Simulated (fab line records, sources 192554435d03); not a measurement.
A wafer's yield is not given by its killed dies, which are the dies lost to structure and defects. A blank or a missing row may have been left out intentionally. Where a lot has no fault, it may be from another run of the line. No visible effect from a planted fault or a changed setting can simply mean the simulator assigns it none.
A struck lot beside a sound one | flow n5-finfet | 36 steps out of a route of 1938
Sound: the wafers L982.2, L982.4, L982.6. Wafers struck: L989.1, L989.2, L989.3. The cause is given at the end.
Order at every step that has rows: each side's tool, ch and its chambers, its first start. Under that, the readings that differ: sound wafers | struck wafers | difference of the means | sigmas: that difference in standard deviations of wafers without a fault.
alike: a reading whose means differ by less than 2 such deviations, as well as words and numbers matching on both sides. not compared: withheld readings; readings where some wafer has no value; bounds like >300 that might hide an equal value; numbers whose values overlap and for which the record gives no deviation.
Wherever a step has rows on one side only, a row that says differs or no value, or a row with sigmas, the two part there. When numbers do not overlap yet have no deviation, they are printed without sigmas and do not part them. A reading missing from all wafers of one side parts the sides only when that side holds two or more wafers.

first, 11 steps without rows for these wafers: N5_MOL_CONTACT_COAG_STRIP_108 (strips in N2/H2); N5_MOL_CONTACT_COAG_CONTACT_ETCH_14 (etches SiO2 in C4F6/O2, target depth 27.5 nm, overetch 8.5 nm, time 20 s); N5_MOL_CONTACT_COAG_STRIP_109 (strips in C4F6/O2); N5_MOL_CONTACT_COAG_ETCH_15 (etches SiNx in CH3F/O2, stops on Si:P, target depth 7 nm); N5_MOL_CONTACT_COAG_ETCH_110 (etches Si in CF4/O2, target depth 2.5 nm, time 8 s); N5_MOL_CONTACT_COAG_STRIP_98 (strips in N2/H2); N5_MOL_CONTACT_COAG_IMPLANT_129; N5_MOL_CONTACT_COAG_PRECLEAN_111 (cleans in NF3:NH3, afs cycles 1, time 20 s, sublimation time 60 s); N5_MOL_CONTACT_COAG_TI_SIL_19 (material Ti, target thk 4.2 nm, time 15 s); N5_MOL_CONTACT_COAG_ALD_20 (deposits TiN, target thk 1.5 nm, pulse time 1 s, purge time 3 s); N5_MOL_CONTACT_COAG_SIL_ANNEAL_21 (time 60 s).
N5_MOL_CONTACT_COAG_PRE_CLEAN_141: time 60 s.
  sound on pvd-sputter-02, day 5 01:33; struck on pvd-sputter-02, day 6 20:15
  alike: heater-power-w
then, 23 steps without rows for these wafers: N5_MOL_CONTACT_COAG_SPUTTER_143 (material Co, target thk 2.5 nm); N5_MOL_CONTACT_COAG_CO_FILL_22 (material Co, precursor CCTBA/H2, target thk 20 nm); N5_MOL_CONTACT_COAG_ANNEAL_113 (time 300 s); N5_MOL_CONTACT_COAG_PRE_CLEAN_142 (time 60 s); N5_MOL_CONTACT_COAG_SPUTTER_130 (material Co, target thk 47.5 nm); N5_MOL_CONTACT_COAG_PRECLEAN_125 (cleans in DIW, time 57.5 s); N5_MOL_CONTACT_COAG_SRD_126 (dry time 32 s); N5_MOL_CONTACT_COAG_CMP_23 (polishes, stops on SiO2, t overpolish 1.5 s, target thk 0 nm); N5_MOL_CONTACT_COAG_WET_ETCH_26 (target Co, target depth 13 nm); N5_MOL_CONTACT_COAG_WET_ETCH_116 (etches the open film in SC1-inhibited, target depth 4.6 nm, rinse time 30 s); N5_MOL_CONTACT_COAG_ALD_27 (deposits SiOC, target thk 17 nm, pulse time 1.5 s, time 2720 s); N5_MOL_CONTACT_COAG_CMP_28 (polishes, stops on SiNx, t overpolish 0.85 s, target thk 14.522 nm); N5_MOL_CONTACT_COAG_ALD_123 (deposits SiNx, target thk 5 nm, pulse time 1 s, purge time 2 s); N5_MOL_CONTACT_COAG_PECVD_31 (deposits SiO2 from TEOS/O2, target thk 46 nm, time 8.9 s); N5_MOL_CONTACT_COAG_COAT_75 (time 60 s, resist thk 60 nm); N5_MOL_CONTACT_COAG_COAT_76 (time 60 s, resist thk 10 nm); N5_MOL_CONTACT_COAG_COAT_77 (time 60 s, resist thk 10 nm); N5_MOL_CONTACT_COAG_COAT_78 (resist thk 40 nm); N5_MOL_CONTACT_COAG_EBR_80; N5_MOL_CONTACT_COAG_SOFTBAKE_79 (time 60 s); N5_MOL_CONTACT_COAG_EXPOSE_81 (exposes mask VG, defocus 0 nm); N5_MOL_CONTACT_COAG_PEB_82 (peb time 60 s); N5_MOL_CONTACT_COAG_DEVELOP_83 (develop time 30 s).
-- the record jumps here: 9 days lie between the struck wafers' starts before and after (it left off in module MOL_CONTACT_COAG and takes up again in module PASSIVATION, whose first step shown is number 1936 of the route) --
N5_PASSIVATION_PROBE_49:
  record: rows for the struck wafers here (prober-02, day 15 12:53), none for the sound ones

## WHERE THEY PART
Within this record, at N5_PASSIVATION_PROBE_49 only.

WHY: what had been put in by the simulator
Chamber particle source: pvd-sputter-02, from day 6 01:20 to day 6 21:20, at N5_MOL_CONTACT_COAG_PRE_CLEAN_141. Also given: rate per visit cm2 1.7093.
